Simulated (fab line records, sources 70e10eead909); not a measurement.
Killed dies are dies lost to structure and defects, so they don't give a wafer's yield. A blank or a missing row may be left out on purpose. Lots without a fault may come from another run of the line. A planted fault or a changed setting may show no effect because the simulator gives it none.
Chamber matching | flow nand_harc | NHARC_P_BONDPAD_STRIP_15 on rie_diel-07: 4 sister chambers
The step strips in O2. 4 wafers are shown with their chamber, then 10 later ones without.

WAFERS WITH THEIR CHAMBER
wafer  | chamber | showerhead_plenum_p_Torr (Torr)
L080.1 | 0       | 3.66
L080.4 | 1       | 3.34
L084.2 | 2       | 3.77
L084.5 | 3       | 3.37

WAFERS WITHOUT THEIR CHAMBER
wafer  | showerhead_plenum_p_Torr (Torr)
L084.6 | 3.77
L089.1 | 3.66
L089.3 | 3.33
L089.5 | 3.33
L096.1 | 3.77
L096.2 | 3.33
L096.3 | 3.36
L097.1 | 3.33
L097.2 | 3.77
L097.3 | 3.36

WHICH CHAMBER EACH WENT THROUGH
wafer  | from the rows above     | in truth
L084.6 | 2                       | 2
L089.1 | 0                       | 0
L089.3 | 1                       | 1
L089.5 | 1                       | 1
L096.1 | 2                       | 2
L096.2 | 1                       | 1
L096.3 | can't be placed: 3 or 1 | 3
L097.1 | 1                       | 1
L097.2 | 2                       | 2
L097.3 | can't be placed: 3 or 1 | 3
Placed correctly: 8 of 10. Can't be placed from these rows: 2 (the true chamber is among the candidates in 2). Placed wrongly: 0.
How it was worked out, from the rows above alone: a wafer's distance from a chamber is the root of the sum, over the readings, of the square of ((its reading less the chamber's mean) divided by the reading's scatter). The wafer belongs to the nearest chamber; if the next one is less than 2 further off, it can't be placed. A chamber's mean is the mean of its shown wafers. The scatter: with one shown wafer a chamber, the root of the mean of the squares of how far each hidden wafer lies from its nearest shown one.
